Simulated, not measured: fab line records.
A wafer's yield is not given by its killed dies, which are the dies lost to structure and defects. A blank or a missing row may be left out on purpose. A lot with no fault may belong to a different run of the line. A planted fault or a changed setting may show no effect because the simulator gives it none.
The tool behind it: which one?    flow nand_harc    30 wafers from 10 lots sampled at 7 of the route's 1159 steps

## WHAT THE GAUGES SHOWED, per wafer
NHARC_A_M1_CD_MEAS_09: the cd target is 120 nm. Usual: cd_nm at 119.8 nm, with a standard deviation of 0.61.
lot   measured      on         cd_nm (nm)                           flag
L899  day 17 15:40  cd_sem-02  119.8 121.3 120.0                    
L901  day 18 00:43  cd_sem-03  119.7 120.5 120.0                    
L904  day 18 20:25  cd_sem-02  119.8 119.2 119.4                    
L905  day 18 23:38  cd_sem-03  119.0 120.3 118.7                    
L902  day 19 05:13  cd_sem-01  119.4 120.3 119.6                    
L906  day 20 01:32  cd_sem-01  119.6 119.1 119.3                    
L909  day 20 23:24  cd_sem-01  119.7 119.6 119.1                    
L913  day 21 17:10  cd_sem-03  125.2 125.4 125.7 125.2 125.1 125.6  OFF
L916  day 22 10:41  cd_sem-03  124.2 123.7 124.3 124.2 123.6 124.5  OFF
L920  day 23 08:27  cd_sem-03  119.4 120.8 120.0                    

NHARC_A_M1_CD_MEAS_16. Usual: cd_nm at 119.6 nm, with a standard deviation of 0.82.
lot   measured      on         cd_nm (nm)                           flag
L899  day 17 16:09  cd_sem-02  120.0 122.0 119.7                    
L901  day 18 01:23  cd_sem-03  120.4 121.1 119.4                    
L904  day 18 20:55  cd_sem-03  118.7 119.7 118.4                    
L905  day 19 00:07  cd_sem-02  119.3 120.6 118.8                    
L902  day 19 05:43  cd_sem-02  119.9 119.9 119.6                    
L906  day 20 02:04  cd_sem-01  120.1 119.6 119.4                    
L909  day 20 23:55  cd_sem-01  119.0 119.1 118.4                    
L913  day 21 19:56  cd_sem-03  124.9 124.9 125.8 124.9 124.8 126.2  OFF
L916  day 22 12:18  cd_sem-02  125.1 124.2 125.4 125.2 123.8 125.2  OFF
L920  day 23 08:56  cd_sem-03  120.6 119.5 121.3                    

NHARC_END_SORT_01. Usual: defect_limited_yield 95.7 %, standard deviation 1.6; killed_at_array 25, standard deviation 9.7; killed_at_other 0.7, standard deviation 0.87; killed_at_periphery 3.3, standard deviation 2.3; killed_dies 29, standard deviation 11; killed_open 3.6, standard deviation 2.1; killed_short 2.3, standard deviation 1.7; sort_bin_2_pct 1.4 %, standard deviation 0.62; sort_bin_3_pct 0.25 %, standard deviation 0.21; sort_bin_4_pct 2.7 %, standard deviation 1; sort_n_pass 648, standard deviation 11; sort_rim_yield_pct 94 %, standard deviation 3.2; sort_yield_pct 95.7 %, standard deviation 1.6.
lot   measured      on         defect_limited_yield (%)  killed_at_array  killed_at_other  killed_at_periphery  killed_dies  killed_open  killed_short  sort_bin_2_pct (%)  sort_bin_3_pct (%)  sort_bin_4_pct (%)  sort_n_pass  sort_rim_yield_pct (%)  sort_yield_pct (%)  flag
L913  day 23 05:09  prober-02  95.0                      30               0                4                    34           2            1             1.5                 0                   3.5                 643          95                      95.0                
L916  day 24 04:14  prober-01  95.9                      24               0                4                    28           6            2             1.5                 0.15                2.5                 649          96                      95.9                
L920  day 25 06:34  prober-01  96.8 95.7 97.6            17 27 13         2 0 0            3 2 3                22 29 16     5 3 0        4 2 5         1.3 1.0 0.6         0.30 0.59 0         1.6 2.7 1.8         655 648 661  95 93 98                96.8 95.7 97.6      

## TOOL THAT RAN EACH LOT (tool first, then ch and the chambers of the sampled wafers, then the start)
lot   NHARC_A_M0_DESCUM_14                NHARC_A_M0_PVD_20                        NHARC_A_M1_PEB_07                  NHARC_A_M1_PVD_21
L899  rie_diel-06 ch 0,1,2, day 17 11:40  pvd_sputter-01, day 17 15:35 or earlier  litho_track-06 ch 0, day 17 15:35  pvd_sputter-01, no start
L901  rie_diel-06 ch 1,2, day 17 20:51    pvd_sputter-02, day 18 00:38 or earlier  litho_track-06 ch 0, day 18 00:38  pvd_sputter-03, no start
L904  rie_diel-04 ch 0,2,3, day 18 16:32  pvd_sputter-03, day 18 20:20 or earlier  litho_track-04 ch 0, day 18 20:20  pvd_sputter-03, no start
L905  rie_diel-06 ch 1,2,3, day 18 19:47  pvd_sputter-02, day 18 23:33 or earlier  litho_track-06 ch 0, day 18 23:33  pvd_sputter-02, no start
L902  rie_diel-06 ch 0,1,3, day 19 01:09  pvd_sputter-02, day 19 05:08 or earlier  litho_track-01 ch 0, day 19 05:08  pvd_sputter-03, no start
L906  rie_diel-04 ch 1,2, day 19 21:19    pvd_sputter-01, day 20 01:28 or earlier  litho_track-01 ch 0, day 20 01:28  pvd_sputter-01, no start
L909  rie_diel-06 ch 0,2,3, day 20 19:13  pvd_sputter-01, day 20 23:19 or earlier  litho_track-01 ch 0, day 20 23:19  pvd_sputter-02, no start
L913  rie_diel-11 ch 0,3, day 21 13:19    pvd_sputter-01, day 21 17:05 or earlier  litho_track-01 ch 0, day 21 17:05  pvd_sputter-02, day 23 05:09 or earlier
L916  rie_diel-11 ch 0,1,2, day 22 06:33  pvd_sputter-02, day 22 10:36 or earlier  litho_track-01 ch 0, day 22 10:36  pvd_sputter-02, day 24 04:14 or earlier
L920  rie_diel-06 ch 1,2,3, day 23 03:51  pvd_sputter-01, day 23 08:22 or earlier  litho_track-06 ch 0, day 23 08:22  pvd_sputter-02, day 25 06:34 or earlier
- NHARC_A_M0_DESCUM_14: chemistry O2, time 3 s.
- NHARC_A_M0_PVD_20: deposits TaN, target thk 5 nm, time 8.06 s.
- NHARC_A_M1_PEB_07: peb time 65 s.
- NHARC_A_M1_PVD_21: deposits Cu, target thk 30 nm, time 20.49 s.

## WHAT THE TOOLS THEMSELVES READ (means of the sampled wafers that have a number; where no wafer has one, the mark that the record gives instead)
NHARC_A_M0_DESCUM_14. Usual: drypump_motor_current_A 5.8 A, standard deviation 0.55; oes_product_au 1.004 a.u., standard deviation 0.012; rf_vpp_V 57.8 V, standard deviation 0.96; showerhead_plenum_p_Torr 1.91 Torr, standard deviation 0.086; throttle_valve_pct 11.311 %, standard deviation 0.01.
lot   tool         drypump_motor_current_A (A)  oes_product_au (a.u.)  rf_vpp_V (V)  showerhead_plenum_p_Torr (Torr)  throttle_valve_pct (%)  flag
L899  rie_diel-06  5.6                          1.028                  58.3          1.87                             11.310                  
L901  rie_diel-06  5.9                          1.012                  57.3          1.88                             11.322                  
L904  rie_diel-04  6.2                          0.996                  58.1          1.95                             11.308                  
L905  rie_diel-06  5.8                          1.016                  57.8          1.90                             11.314                  
L902  rie_diel-06  5.3                          1.013                  58.1          1.83                             11.310                  
L906  rie_diel-04  6.3                          1.003                  57.8          1.94                             11.313                  
L909  rie_diel-06  5.5                          1.012                  56.8          1.88                             11.319                  
L913  rie_diel-11  5.4                          0.994                  58.3          2.04                             11.307                  
L916  rie_diel-11  6.2                          0.990                  57.5          1.91                             11.318                  
L920  rie_diel-06  5.8                          1.003                  57.3          1.90                             11.311                  

NHARC_A_M0_PVD_20. Usual: chamber_pressure_pa 0.12 Pa, standard deviation 0.00024; throttle_valve_pct 30.3 %, standard deviation 0.93.
lot   tool            chamber_pressure_pa (Pa)  throttle_valve_pct (%)  flag
L899  pvd_sputter-01  0.12                      30.2                    
L901  pvd_sputter-02  0.12                      28.8                    
L904  pvd_sputter-03  0.12                      31.1                    
L905  pvd_sputter-02  0.12                      28.9                    
L902  pvd_sputter-02  0.12                      30.3                    
L906  pvd_sputter-01  0.12                      30.1                    
L909  pvd_sputter-01  0.12                      30.1                    
L913  pvd_sputter-01  0.12                      30.2                    
L916  pvd_sputter-02  0.12                      29.8                    
L920  pvd_sputter-01  0.12                      30.4                    

NHARC_A_M1_PEB_07. Usual: heater_power_total_W 156.5 W, standard deviation 0.39; plate_temp_C 100.00 C, standard deviation 0.12.
lot   tool            heater_power_total_W (W)  plate_temp_C (C)  flag
L899  litho_track-06  156.8                     99.92             
L901  litho_track-06  156.3                     100.00            
L904  litho_track-04  156.3                     99.91             
L905  litho_track-06  156.6                     100.09            
L902  litho_track-01  156.6                     100.02            
L906  litho_track-01  156.2                     99.81             
L909  litho_track-01  156.6                     100.01            
L913  litho_track-01  160.5                     101.84            OFF
L916  litho_track-01  160.2                     101.68            OFF
L920  litho_track-06  156.3                     99.84             

NHARC_A_M1_PVD_21. Usual: chamber_pressure_pa 5.000 Pa, standard deviation 0.011; throttle_valve_pct 30.0 %, standard deviation 1.1.
lot   tool            chamber_pressure_pa (Pa)  throttle_valve_pct (%)  flag
L899  pvd_sputter-01  5.011                     30.1                    
L901  pvd_sputter-03  5.008                     31.3                    
L904  pvd_sputter-03  4.993                     31.2                    
L905  pvd_sputter-02  5.001                     29.5                    
L902  pvd_sputter-03  4.998                     31.1                    
L906  pvd_sputter-01  5.001                     30.3                    
L909  pvd_sputter-02  5.002                     28.9                    
L913  pvd_sputter-02  4.988                     29.5                    
L916  pvd_sputter-02  4.993                     28.9                    
L920  pvd_sputter-02  5.001                     28.8                    

## THE ANSWER, worked out from the rows above alone
Rule: take the mean of a lot's wafers that have a number; if it is more than 3 standard deviations from the usual mean, the lot is off. Also off: a lot with no number at a reading for which 4 or more lots have one. The other lots that the step has rows for count as sound. Order of review: gauges by route order, followed by the tools' own readings, for which a lot's mean as printed above is used. At the first step where some lot is off, the reading lying furthest off is the one used; lots without a number count as furthest.
Off: L913, L916, at NHARC_A_M1_CD_MEAS_09 (cd_nm).
A tool fits if, at a process step before that reading, it ran every lot that is off, and no sound lot after the first of them. The gauges at NHARC_A_M1_CD_MEAS_09 aren't tried: what is off there is off at NHARC_A_M1_PEB_07 too, on other tools, and a gauge's error can't cause that. NHARC_A_M0_PVD_20 gives no start for some lots, so the hours and the order of its lots are those of NHARC_A_M1_PEB_07. Can't be told from this: 2 tools fit, rie_diel-11 at NHARC_A_M0_DESCUM_14, litho_track-01 at NHARC_A_M1_PEB_07.

## WHAT THE SIMULATOR HAD PUT IN
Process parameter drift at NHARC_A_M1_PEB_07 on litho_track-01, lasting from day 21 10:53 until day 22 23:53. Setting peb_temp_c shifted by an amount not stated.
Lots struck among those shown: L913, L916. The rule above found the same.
